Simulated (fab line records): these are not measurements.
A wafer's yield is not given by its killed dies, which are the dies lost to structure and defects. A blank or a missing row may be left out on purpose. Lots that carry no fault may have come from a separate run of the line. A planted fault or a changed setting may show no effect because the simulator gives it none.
fab line records	flow n5_finfet
record: lots: 7	wafers: 39
route steps=1938 shown ZERO_LAYER@11 SD_EPI_N@278 HKMG_FIN@386 BEOL_M5@1116 BEOL_M9@1401
start_h: the number of hours between the record's first day and the start of the first shown wafer of the lot	wait_h: hours from the lot's prior step to this one	" identical to the entry in the row above	L1.1+2: a row that stands for several wafers	- no value, or no start was given	* or withheld: withheld	< > ~ a bound
route shown NAME@n: NAME is a module with steps in the file, n the number in the route of the first one	usual: the fault-free wafers' mean and standard deviation	same: alike in all rows	chamber/n: place in a boat	sites: the reading at each site	_std_site: standard deviation across them	_edge_site: mean of outer sites minus mean of inner sites	radius_mm: for every site, how far away it sits from the centre of the wafer	mask NAME#n: copy n	behind: the last tool/chamber to shape the wafer	hold: why the lot went on hold/how many hours it stayed there/how the hold came to an end	device: transistor that didn't switch, given as n, p or np	end of line: the route-end tests of the same wafers	a step without rows: its recipe alone	killed: count of dies lost to structure and defects at first sort (not the wafer's yield)	map: shows each die of a wafer: x if killed, . if not, _ if none is there
set.NAME: the run value of the setting; set.NAME@STEP: its run value at that earlier step	model.NAME: the simulator's own value behind a step, which no gauge read
lots whose settings were changed on purpose; a table a step, a row a wafer
== steps ==
step: N5_ZERO_LAYER_DEVELOP_10
recipe: develop_time_s: 60	rinse_liquid: diw	dry: air_spin	dev_temp_c: 21
lot.wafer	tool	chamber	start_h	wait_h	set.develop_time_s
L075.1+3+4	litho_track-05	0	-	-	93.49
L075.2+5+6	"	0	"	"	60
L078.1+2+4	litho_track-03	0	-	-	60
L087.1+2+6	litho_track-04	0	-	-	36.23
L087.3+4+5	"	0	"	"	60
L088.1+2+3	litho_track-04	0	-	-	60
L088.4+5+6	"	0	"	"	93.15
L089.1+5+6	litho_track-05	0	-	-	87.67
L089.2+3+4	"	0	"	"	60
L091.1+2+3+4+5+6	litho_track-03	0	-	-	60
L095.1+2+3+4+5+6	litho_track-03	0	-	-	60
step: N5_ZERO_LAYER_HARDBAKE_23
recipe: temp_c: 130	time_s: 120
step: N5_ZERO_LAYER_CD_MEAS_11
recipe: target_cd_nm: 2000	landing_energy_ev: 500	detector: se_inlens
usual: cd_nm: 2000.1/2.6
lot.wafer	tool	chamber	start_h	wait_h	set.develop_time_s@ZERO_LAYER_DEVELOP_10	cd_nm
L075.1	cd_sem-01	0	18.65	-	93.49	2010.8
L075.2	"	0	"	"	60	1995.9
L075.3	"	0	"	"	93.49	2010.7
L075.4	"	0	"	"	93.49	2014.8
L075.5	"	0	"	"	60	2001.0
L075.6	"	0	"	"	60	2003.8
L078.1	cd_sem-02	0	36.78	-	60	2002.2
L078.2	"	0	"	"	60	2002.4
L078.4	"	0	"	"	60	2002.9
L087.1	cd_sem-02	0	90.64	-	36.23	1990.4
L087.2	"	0	"	"	36.23	1990.1
L087.3	"	0	"	"	60	2001.8
L087.4	"	0	"	"	60	2003.6
L087.5	"	0	"	"	60	1999.2
L087.6	"	0	"	"	36.23	1990.7
L088.1	cd_sem-01	0	96.64	-	60	1995.5
L088.2	"	0	"	"	60	1998.5
L088.3	"	0	"	"	60	1999.8
L088.4	"	0	"	"	93.15	2005.7
L088.5	"	0	"	"	93.15	2007.9
L088.6	"	0	"	"	93.15	2006.8
L089.1	cd_sem-02	0	102.64	-	87.67	2008.2
L089.2	"	0	"	"	60	2001.8
L089.3	"	0	"	"	60	1997.1
L089.4	"	0	"	"	60	2000.9
L089.5	"	0	"	"	87.67	2011.6
L089.6	"	0	"	"	87.67	2007.9
L091.1	cd_sem-02	0	114.77	-	60	2001.3
L091.2	"	0	"	"	60	1999.9
L091.3	"	0	"	"	60	2000.3
L091.4	"	0	"	"	60	1999.0
L091.5	"	0	"	"	60	2001.1
L091.6	"	0	"	"	60	2001.7
L095.1	cd_sem-02	0	138.64	-	60	2001.5
L095.2	"	0	"	"	60	1999.8
L095.3	"	0	"	"	60	1993.8
L095.4	"	0	"	"	60	1997.7
L095.5	"	0	"	"	60	1997.8
L095.6	"	0	"	"	60	1997.7
step: N5_ZERO_LAYER_DESCUM_16
recipe: chemistry: O2	time_s: 7.9	source_power_w: 50	bias_power_w: 20	pressure_mtorr: 20	rf_frequency_hz: 2.712e+07	temp_c: 40	o2_flow_sccm: 225
lot.wafer	tool	chamber	start_h	wait_h	set.develop_time_s@ZERO_LAYER_DEVELOP_10	model.ZERO_LAYER.cd_nm
L075.1+3	rie_diel-03	2,0	18.68	0.0	93.49	2011
L075.2	"	3	"	"	60	1996
L075.4	"	1	"	"	93.49	2015
L075.5	"	2	"	"	60	2001
L075.6	"	1	"	"	60	2003
L078.1+2	rie_diel-03	0,2	37.20	0.4	60	2002
L078.4	"	1	"	"	60	2003
L087.1+6	rie_diel-03	1,0	90.68	0.0	36.23	1991
L087.2	"	3	"	"	36.23	1990
L087.3	"	0	"	"	60	2002
L087.4	"	2	"	"	60	2003
L087.5	"	3	"	"	60	1999
L088.1	rie_diel-06	2	96.71	0.1	60	1995
L088.2	"	0	"	"	60	1999
L088.3	"	1	"	"	60	2000
L088.4	"	3	"	"	93.15	2006
L088.5	"	2	"	"	93.15	2008
L088.6	"	1	"	"	93.15	2007
L089.1+6	rie_diel-03	2	102.70	0.1	87.67	2008
L089.2	"	1	"	"	60	2002
L089.3	"	0	"	"	60	1997
L089.4	"	3	"	"	60	2001
L089.5	"	3	"	"	87.67	2012
L091.1+5	rie_diel-03	3	114.81	0.0	60	2001
L091.2+3	"	2,1	"	"	60	2000
L091.4	"	0	"	"	60	1999
L091.6	"	0	"	"	60	2002
L095.1	rie_diel-06	3	138.68	0.0	60	2001
L095.2	"	2	"	"	60	2000
L095.3	"	0	"	"	60	-
L095.4+5+6	"	1,3,0	"	"	60	1998
step: N5_SD_EPI_N_ETCH_45
recipe: chemistry: CH3F/O2	target: SiOCN	target_depth_a: 60	mask_material: SOC	ion_energy_ev: 60	bias_w: 29	pressure_mtorr: 15	source_w: 410	Ar_flow_sccm: 150	CH3F_flow_sccm: 30	O2_flow_sccm: 20
lot.wafer	tool	chamber	start_h	wait_h	set.target_depth_a	model.etch.depth_nm
L075.1	rie_diel-02	0	58.61	0.1	60	6.086
L075.2	"	2	"	"	60	5.969
L075.3	"	3	"	"	60	6.186
L075.4	"	1	"	"	60	5.702
L075.5	"	1	"	"	60	5.731
L075.6	"	0	"	"	60	6.02
L078.1	rie_diel-02	0	74.91	0.1	60	6.145
L078.2	"	1	"	"	60	5.79
L078.4	"	2	"	"	60	6.005
L087.1	rie_diel-01	1	130.45	0.1	43.77	4.473
L087.2	"	2	"	"	60	5.769
L087.3	"	3	"	"	43.77	4.321
L087.4	"	0	"	"	43.77	4.395
L087.5	"	0	"	"	60	6.037
L087.6	"	3	"	"	60	5.935
L088.1	rie_diel-05	0	139.26	0.1	60	6.293
L088.2	"	1	"	"	60	6.052
L088.3	"	2	"	"	60	5.766
L088.4	"	3	"	"	60	6.041
L088.5	"	1	"	"	60	6.018
L088.6	"	2	"	"	60	5.759
L089.1	rie_diel-02	1	140.24	0.1	37.46	3.58
L089.2	"	0	"	"	37.46	3.748
L089.3	"	3	"	"	37.46	3.871
L089.4	"	3	"	"	60	6.187
L089.5	"	1	"	"	60	5.706
L089.6	"	0	"	"	60	6.054
L091.1	rie_diel-05	0	156.54	0.1	60	6.31
L091.2	"	1	"	"	60	6.085
L091.3	"	2	"	"	60	5.766
L091.4	"	3	"	"	60	6.132
L091.5	"	3	"	"	60	6.096
L091.6	"	0	"	"	60	6.215
L095.1	rie_diel-02	3	175.43	0.1	60	6.173
L095.2	"	1	"	"	38.83	3.715
L095.3	"	2	"	"	60	5.904
L095.4	"	1	"	"	60	5.684
L095.5	"	2	"	"	38.83	3.817
L095.6	"	3	"	"	38.83	4.013
step: N5_HKMG_FIN_HK_ALD_01
recipe: material: HfO2	target_thk_a: 16	temp_c: withheld	ald_precursor_family: HfCl4	ald_co_reactant: H2O	pulse_time_s: 3	purge_time_s: 3	co_reactant_purge_time_s: 2.5	co_reactant_pulse_time_s: 0.3	ald_cycles: 30
lot.wafer	tool	chamber	start_h	wait_h	set.ald_cycles	model.HfO2_of_HKMG_FIN_HK_ALD_01.thk_nm
L075.1+5+6	ald_hk-02	0,0,3	80.07	0.0	12	0.6
L075.2+3+4	"	1,2,3	"	"	30	1.6
L078.1+2+4	ald_hk-01	3,0,2	97.18	0.0	30	1.6
L087.1+2+5	ald_hk-02	1,0,3	151.68	0.0	30	1.6
L087.3+4+6	"	2,3,0	"	"	35	1.8
L088.1+3+5	ald_hk-01	3,0,2	159.86	0.0	30	1.6
L088.2+4+6	"	2,1,3	"	"	44	2.4
L089.1+3+6	ald_hk-02	1,2,1	161.57	0.0	30	1.6
L089.2+4+5	"	0,3,0	"	"	24	1.2
L091.1+2+5	ald_hk-01	2,3,1	178.53	0.0	30	1.6
L091.3+4+6	"	0,1,2	"	"	39	2
L095.1+2+4	ald_hk-02	2,0,3	196.36	0.1	30	1.6
L095.3+5+6	"	1,2,1	"	"	23	1.2
step: N5_HKMG_FIN_HK_ANNEAL_02
recipe: temp_c: 700	time_s: 30	ambient: N2	idle_temp_c: 600	ramp_up_c_per_s: 150	ramp_down_c_per_s: 60	cool_to_c: 600
step: N5_HKMG_FIN_ALD_74
recipe: material: La2O3	target_thk_a: 5	temp_c: 250	ald_precursor_family: La-Cp	ald_co_reactant: O3	pulse_time_s: 6	co_reactant_pulse_time_s: 1	purge_time_s: 3	co_reactant_purge_time_s: 3
step: N5_HKMG_FIN_WET_ETCH_82
recipe: chemistry: dHCl	mix: 1:10000	temp_c: 25	target: La2O3	stop_on: HfO2	target_depth_nm: 2	dry: ipa_marangoni	rinse_time_s: 30	rinse_temp_c: 23
step: N5_HKMG_FIN_ALD_36
recipe: material: TiN	target_thk_a: 10	temp_c: 400	ald_precursor_family: TiCl4	ald_co_reactant: NH3	pulse_time_s: 1	purge_time_s: 3	co_reactant_purge_time_s: 2	co_reactant_pulse_time_s: 2	ald_cycles: 47	pressure_torr: 3
step: N5_HKMG_FIN_THK_MEAS_70
recipe: thk_meas_gauge: xrf	reads: HfO2_of_HKMG_FIN_HK_ALD_01
usual: HK_THK: 1.582/0.024
lot.wafer	tool	chamber	start_h	wait_h	set.ald_cycles@HKMG_FIN_HK_ALD_01	HK_THK[nm]
L075.1	film_metro-02	-	84.04	0.2	12	0.630
L075.2	"	-	"	"	30	1.623
L075.3	"	-	"	"	30	1.572
L075.4	"	-	"	"	30	1.562
L075.5	"	-	"	"	12	0.624
L075.6	"	-	"	"	12	0.642
L078.1	film_metro-02	-	100.98	0.2	30	1.626
L078.2	"	-	"	"	30	1.569
L078.4	"	-	"	"	30	1.561
L087.1	film_metro-02	-	155.13	0.2	30	1.577
L087.2	"	-	"	"	30	1.626
L087.3	"	-	"	"	35	1.883
L087.4	"	-	"	"	35	1.878
L087.5	"	-	"	"	30	1.600
L087.6	"	-	"	"	35	1.833
L088.1	film_metro-01	-	163.17	0.2	30	1.593
L088.2	"	-	"	"	44	2.290
L088.3	"	-	"	"	30	1.573
L088.4	"	-	"	"	44	2.308
L088.5	"	-	"	"	30	1.565
L088.6	"	-	"	"	44	2.313
L089.1	film_metro-01	-	165.40	0.2	30	1.585
L089.2	"	-	"	"	24	1.259
L089.3	"	-	"	"	30	1.589
L089.4	"	-	"	"	24	1.251
L089.5	"	-	"	"	24	1.242
L089.6	"	-	"	"	30	1.584
L091.1	film_metro-02	-	182.13	0.2	30	1.574
L091.2	"	-	"	"	30	1.580
L091.3	"	-	"	"	39	2.057
L091.4	"	-	"	"	39	2.028
L091.5	"	-	"	"	30	1.587
L091.6	"	-	"	"	39	2.011
L095.1	film_metro-02	-	200.15	0.2	30	1.552
L095.2	"	-	"	"	30	1.579
L095.3	"	-	"	"	23	1.198
L095.4	"	-	"	"	30	1.572
L095.5	"	-	"	"	23	1.170
L095.6	"	-	"	"	23	1.161
step: N5_BEOL_M5_HM_DEP_02
recipe: material: TiN	target_thk_a: 200	temp_c: 25	chamber_pressure_pa: 0.49996
lot.wafer	tool	chamber	start_h	wait_h	set.target_thk_a	model.TiN_of_BEOL_M5_HM_DEP_02.thk_nm
L075.1	pvd_sputter-02	-	169.61	3.2	200	19.8
L075.2+4+6	"	-	"	"	150.9	14.8
L075.3	"	-	"	"	200	19.6
L075.5	"	-	"	"	200	20
L078.1+4	pvd_sputter-02	-	199.94	0.6	200	19.6
L078.2	"	-	"	"	200	19.8
L087.1+4	pvd_sputter-03	-	256.33	0.1	101.1	9.8
L087.2	"	-	"	"	101.1	10.2
L087.3+5	"	-	"	"	200	19.6
L087.6	"	-	"	"	200	19.8
L088.1	pvd_sputter-02	-	263.00	2.2	314.8	31.6
L088.2+5	"	-	"	"	314.8	32
L088.3+6	"	-	"	"	200	20.4
L088.4	"	-	"	"	200	20.6
L089.1	pvd_sputter-02	-	263.30	0.4	114.2	11.2
L089.2+4	"	-	"	"	114.2	11.6
L089.3	"	-	"	"	200	20
L089.5+6	"	-	"	"	200	20.2
L091.1	pvd_sputter-01	-	287.68	2.7	200	20
L091.2	"	-	"	"	200	20.4
L091.3	"	-	"	"	141.1	14.4
L091.4	"	-	"	"	141.1	14
L091.5	"	-	"	"	141.1	14.6
L091.6	"	-	"	"	200	19.8
L095.1	pvd_sputter-01	-	301.56	0.2	200	20.2
L095.2	"	-	"	"	200	19.6
L095.3	"	-	"	"	200	20
L095.4+6	"	-	"	"	146.4	14.4
L095.5	"	-	"	"	146.4	14.6
step: N5_BEOL_M5_COAT_59
recipe: resist: SOC	temp_c: 250	time_s: 60	spin_rpm: 1500	resist_thk_nm: 60
step: N5_BEOL_M5_COAT_60
recipe: resist: SiARC	temp_c: 220	time_s: 60	spin_rpm: 1500	resist_thk_nm: 12
step: N5_BEOL_M5_STRIP_73
recipe: chemistry: N2/H2	temp_c: 40	n2_flow_sccm: 200	h2_flow_sccm: 200	rf_frequency_hz: 6e+07
step: N5_BEOL_M5_STRIP_64
recipe: chemistry: CF4	resist: SiARC	power_w: 300	bias_power_w: 75	pressure_mtorr: 50	cf4_flow_sccm: 150	rf_frequency_hz: 6e+07
step: N5_BEOL_M5_HM_OPEN_17
recipe: chemistry: Cl2/BCl3	target_depth_a: 200	overetch_a: 60	target: TiN	mask_material: SOC	ion_energy_ev: 150	pressure_mtorr: 10	icp_w: 1000	bias_w: 126	Cl2_flow_sccm: 53.25	bcl3_flow_sccm: 21.75	Ar_flow_sccm: 25
lot.wafer	tool	chamber	start_h	wait_h	set.target_thk_a@BEOL_M5_HM_DEP_02	model.etch.depth_nm
L075.1	rie_metal-01	0	170.50	0.0	200	19.85
L075.2	"	1	"	"	150.9	14.81
L075.3	"	0	"	"	200	19.67
L075.4+6	"	1,0	"	"	150.9	14.82
L075.5	"	1	"	"	200	19.96
L078.1	rie_metal-03	0	200.77	0.1	200	19.65
L078.2	"	1	"	"	200	19.81
L078.4	"	0	"	"	200	19.58
L087.1	rie_metal-03	1	257.10	0.0	101.1	9.827
L087.2	"	0	"	"	101.1	10.13
L087.3	"	0	"	"	200	19.54
L087.4	"	1	"	"	101.1	9.778
L087.5	"	0	"	"	200	19.6
L087.6	"	1	"	"	200	19.83
L088.1	rie_metal-01	1	263.98	0.0	314.8	25.98
L088.2	"	0	"	"	314.8	26.39
L088.3	"	1	"	"	200	20.37
L088.4	"	0	"	"	200	20.52
L088.5	"	1	"	"	314.8	25.85
L088.6	"	0	"	"	200	20.49
L089.1	rie_metal-01	0	264.42	0.0	114.2	11.23
L089.2	"	1	"	"	114.2	11.54
L089.3	"	0	"	"	200	20.07
L089.4	"	1	"	"	114.2	11.58
L089.5	"	0	"	"	200	20.11
L089.6	"	1	"	"	200	20.1
L091.1	rie_metal-03	0	288.57	0.0	200	19.98
L091.2	"	1	"	"	200	20.5
L091.3	"	1	"	"	141.1	14.38
L091.4	"	0	"	"	141.1	13.95
L091.5	"	1	"	"	141.1	14.66
L091.6	"	0	"	"	200	19.82
L095.1	rie_metal-01	1	302.34	0.0	200	20.24
L095.2	"	0	"	"	200	19.67
L095.3	"	1	"	"	200	19.99
L095.4	"	0	"	"	146.4	14.46
L095.5	"	1	"	"	146.4	14.62
L095.6	"	0	"	"	146.4	14.47
step: N5_BEOL_M5_STRIP_19
recipe: chemistry: O2	power_w: 400	temp_c: 40	pressure_mtorr: 30	rf_frequency_hz: 6e+07	bias_power_w: 0	overash_fraction: 0.2	o2_flow_sccm: 225
step: N5_BEOL_M5_ETCH_41
recipe: chemistry: CH3F/O2	target: SiCN	target_depth_a: 315	taper_deg: 2	time_s: 56.7	ion_energy_ev: 120	mask_material: TiN	pressure_mtorr: 30	source_w: 395	bias_w: 75	Ar_flow_sccm: 150	CH3F_flow_sccm: 30	O2_flow_sccm: 20
step: N5_BEOL_M5_STRIP_91
recipe: chemistry: N2/H2	time_s: 10	power_w: 450	temp_c: 40	pressure_mtorr: 20	rf_frequency_hz: 6e+07	bias_power_w: 7	n2_flow_sccm: 200	h2_flow_sccm: 200
step: N5_BEOL_M5_OCD_MEAS_38
usual: trench_depth_nm: 71.4/1.7
lot.wafer	tool	chamber	start_h	wait_h	set.target_thk_a@BEOL_M5_HM_DEP_02	trench_depth_nm
L075.1	ocd-01	-	172.45	-	200	70.8
L075.2	"	-	"	"	150.9	73.3
L075.3	"	-	"	"	200	70.3
L075.4	"	-	"	"	150.9	71.9
L075.5	"	-	"	"	200	72.7
L075.6	"	-	"	"	150.9	74.1
L078.1	ocd-01	-	203.19	-	200	68.1
L078.2	"	-	"	"	200	71.0
L078.4	"	-	"	"	200	72.0
L087.1	ocd-02	-	259.21	-	101.1	67.2
L087.2	"	-	"	"	101.1	71.3
L087.3	"	-	"	"	200	71.6
L087.4	"	-	"	"	101.1	70.5
L087.5	"	-	"	"	200	71.0
L087.6	"	-	"	"	200	67.8
L088.1	ocd-02	-	265.36	-	314.8	0
L088.2	"	-	"	"	314.8	0.1
L088.3	"	-	"	"	200	72.7
L088.4	"	-	"	"	200	68.4
L088.5	"	-	"	"	314.8	-
L088.6	"	-	"	"	200	72.0
L089.1	ocd-02	-	265.66	-	114.2	72.0
L089.2	"	-	"	"	114.2	74.6
L089.3	"	-	"	"	200	72.3
L089.4	"	-	"	"	114.2	71.1
L089.5	"	-	"	"	200	72.5
L089.6	"	-	"	"	200	74.6
L091.1	ocd-01	-	291.99	-	200	69.8
L091.2	"	-	"	"	200	71.9
L091.3	"	-	"	"	141.1	72.3
L091.4	"	-	"	"	141.1	70.7
L091.5	"	-	"	"	141.1	71.9
L091.6	"	-	"	"	200	73.0
L095.1	ocd-01	-	306.36	-	200	74.8
L095.2	"	-	"	"	200	71.4
L095.3	"	-	"	"	200	71.6
L095.4	"	-	"	"	146.4	73.6
L095.5	"	-	"	"	146.4	74.4
L095.6	"	-	"	"	146.4	71.5
step: N5_BEOL_M9_ILD_DEP_00
recipe: material: SiCOH_lowk	target_thk_a: 3085.1	temp_c: 300	precursor: DEMS/porogen	pressure_torr: 5	rf_w: 500	time_s: 58
lot.wafer	tool	chamber	start_h	wait_h	set.time_s	model.SiCOH_lowk_of_BEOL_M9_ILD_DEP_00.thk_nm
L075.1	pecvd-01	1	207.95	0.0	58	306.6
L075.2	"	0	"	"	85.2	445.8
L075.3	"	1	"	"	58	310.2
L075.4	"	0	"	"	85.2	449.8
L075.5	"	0	"	"	85.2	450.2
L075.6	"	1	"	"	58	310.6
L078.1	pecvd-01	1	235.05	0.0	58	305.8
L078.2	"	0	"	"	58	304.2
L078.4	"	1	"	"	58	312.4
L089.1+5	pecvd-03	2,0	294.32	0.0	58	302.8
L089.2	"	1	"	"	58	302.4
L089.3	"	0	"	"	71.1	366.4
L089.4+6	"	2,1	"	"	71.1	376.4
L087.1	pecvd-01	0	296.06	0.0	58	300.6
L087.2	"	2	"	"	58	307.2
L087.3	"	1	"	"	58	306.2
L087.4	"	1	"	"	58	309.8
L087.5	"	0	"	"	58	308.8
L087.6	"	2	"	"	58	312.4
L088.1	pecvd-01	0	303.02	0.0	58	302.4
L088.2	"	2	"	"	58	307.2
L088.3	"	1	"	"	58	305.2
L088.4	"	1	"	"	58	310.2
L088.5	"	0	"	"	58	305.8
L088.6	"	2	"	"	58	313.6
L091.1	pecvd-01	1	321.26	0.0	32.87	179.8
L091.2	"	2	"	"	58	308.2
L091.3	"	0	"	"	58	305
L091.4	"	0	"	"	32.87	177.6
L091.5	"	2	"	"	32.87	183.2
L091.6	"	1	"	"	58	315.8
L095.1	pecvd-02	0	338.26	0.0	85.01	441
L095.2	"	1	"	"	85.01	442.6
L095.3	"	0	"	"	58	308
L095.4	"	1	"	"	85.01	450.6
L095.5	"	0	"	"	58	310.4
L095.6	"	1	"	"	58	310.6
step: N5_BEOL_M9_CURE_71
recipe: temp_c: 385	time_s: 240	ambient: He/Ar	material: SiCOH_lowk
lot.wafer	tool	chamber	start_h	wait_h	set.time_s@BEOL_M9_ILD_DEP_00	model.SiCOH_lowk_of_BEOL_M9_ILD_DEP_00.thk_nm
L075.1	uv_cure-03	2	208.06	0.1	58	266.2
L075.2	"	2	"	"	85.2	390.2
L075.3	"	2	"	"	58	269.6
L075.4	"	2	"	"	85.2	393.8
L075.5	"	2	"	"	85.2	394.2
L075.6	"	2	"	"	58	270
L078.1	uv_cure-02	2	235.12	0.0	58	265.6
L078.2	"	2	"	"	58	264.2
L078.4	"	2	"	"	58	271.6
L089.1+5	uv_cure-02	1	294.40	0.0	58	263
L089.2	"	1	"	"	58	262.6
L089.3	"	1	"	"	71.1	319.4
L089.4+6	"	1	"	"	71.1	328.2
L087.1	uv_cure-02	0	296.14	0.0	58	261
L087.2	"	0	"	"	58	266.8
L087.3	"	0	"	"	58	266
L087.4	"	0	"	"	58	269.2
L087.5	"	0	"	"	58	268.2
L087.6	"	0	"	"	58	271.4
L088.1	uv_cure-02	1	303.09	0.0	58	262.6
L088.2	"	1	"	"	58	266.8
L088.3	"	1	"	"	58	265.2
L088.4	"	1	"	"	58	269.6
L088.5	"	1	"	"	58	265.6
L088.6	"	1	"	"	58	272.6
L091.1	uv_cure-02	0	321.34	0.0	32.87	155
L091.2	"	0	"	"	58	267.8
L091.3	"	0	"	"	58	264.8
L091.4	"	0	"	"	32.87	153.2
L091.5	"	0	"	"	32.87	158
L091.6	"	0	"	"	58	274.4
L095.1	uv_cure-01	0	338.37	0.1	85.01	386
L095.2	"	0	"	"	85.01	387.2
L095.3	"	0	"	"	58	267.6
L095.4	"	0	"	"	85.01	394.6
L095.5	"	0	"	"	58	269.6
L095.6	"	0	"	"	58	269.8
step: N5_BEOL_M9_THK_MEAS_01
recipe: reads: SiCOH_lowk_of_BEOL_M9_ILD_DEP_00
usual: M9_ILD_THK: 267/3.6
lot.wafer	tool	chamber	start_h	wait_h	set.time_s@BEOL_M9_ILD_DEP_00	M9_ILD_THK[nm]
L075.1	film_metro-01	-	208.57	0.4	58	266
L075.2	"	-	"	"	85.2	390
L075.3	"	-	"	"	58	269
L075.4	"	-	"	"	85.2	394
L075.5	"	-	"	"	85.2	394
L075.6	"	-	"	"	58	270
L078.1	film_metro-01	-	235.64	0.4	58	265
L078.2	"	-	"	"	58	264
L078.4	"	-	"	"	58	271
L089.1	film_metro-02	-	294.91	0.4	58	263
L089.2	"	-	"	"	58	263
L089.3	"	-	"	"	71.1	319
L089.4	"	-	"	"	71.1	328
L089.5	"	-	"	"	58	263
L089.6	"	-	"	"	71.1	329
L087.1	film_metro-01	-	296.65	0.4	58	261
L087.2	"	-	"	"	58	267
L087.3	"	-	"	"	58	266
L087.4	"	-	"	"	58	269
L087.5	"	-	"	"	58	268
L087.6	"	-	"	"	58	272
L088.1	film_metro-01	-	303.61	0.4	58	263
L088.2	"	-	"	"	58	267
L088.3	"	-	"	"	58	265
L088.4	"	-	"	"	58	270
L088.5	"	-	"	"	58	266
L088.6	"	-	"	"	58	272
L091.1	film_metro-01	-	321.85	0.4	32.87	155
L091.2	"	-	"	"	58	268
L091.3	"	-	"	"	58	265
L091.4	"	-	"	"	32.87	153
L091.5	"	-	"	"	32.87	158
L091.6	"	-	"	"	58	274
L095.1	film_metro-02	-	338.88	0.4	85.01	386
L095.2	"	-	"	"	85.01	387
L095.3	"	-	"	"	58	267
L095.4	"	-	"	"	85.01	395
L095.5	"	-	"	"	58	270
L095.6	"	-	"	"	58	270
== key ==
split: step: N5_ZERO_LAYER_DEVELOP_10	setting: develop_time_s	stated: 60	by: wafer
response: step: N5_ZERO_LAYER_CD_MEAS_11	reading: cd_nm	change: +0.205	per: 1%	r: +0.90
response: step: N5_ZERO_LAYER_DESCUM_16	reading: model.ZERO_LAYER.cd_nm	change: +0.208	per: 1%	r: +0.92
split: step: N5_SD_EPI_N_ETCH_45	setting: target_depth_a	stated: 60	by: wafer
response: step: N5_SD_EPI_N_ETCH_45	reading: model.etch.depth_nm	change: +0.0586	per: 1%	r: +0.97
split: step: N5_HKMG_FIN_HK_ALD_01	setting: ald_cycles	stated: 30	by: wafer
response: step: N5_HKMG_FIN_HK_ALD_01	reading: model.HfO2_of_HKMG_FIN_HK_ALD_01.thk_nm	change: +0.0165	per: 1%	r: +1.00
response: step: N5_HKMG_FIN_THK_MEAS_70	reading: HK_THK	change: +0.0158	per: 1%	r: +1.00
split: step: N5_BEOL_M5_HM_DEP_02	setting: target_thk_a	stated: 200	by: wafer
response: step: N5_BEOL_M5_HM_DEP_02	reading: model.TiN_of_BEOL_M5_HM_DEP_02.thk_nm	change: +0.199	per: 1%	r: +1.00
response: step: N5_BEOL_M5_HM_OPEN_17	reading: model.etch.depth_nm	change: +0.165	per: 1%	r: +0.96
response: step: N5_BEOL_M5_OCD_MEAS_38	reading: trench_depth_nm	shape: bent	at_lowest: 69.7	at_stated: 71.4	at_highest: 0.0
split: step: N5_BEOL_M9_ILD_DEP_00	setting: time_s	stated: 58	by: wafer
response: step: N5_BEOL_M9_ILD_DEP_00	reading: model.SiCOH_lowk_of_BEOL_M9_ILD_DEP_00.thk_nm	change: +2.97	per: 1%	r: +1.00
response: step: N5_BEOL_M9_CURE_71	reading: model.SiCOH_lowk_of_BEOL_M9_ILD_DEP_00.thk_nm	change: +2.63	per: 1%	r: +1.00
response: step: N5_BEOL_M9_THK_MEAS_01	reading: M9_ILD_THK	change: +2.63	per: 1%	r: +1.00
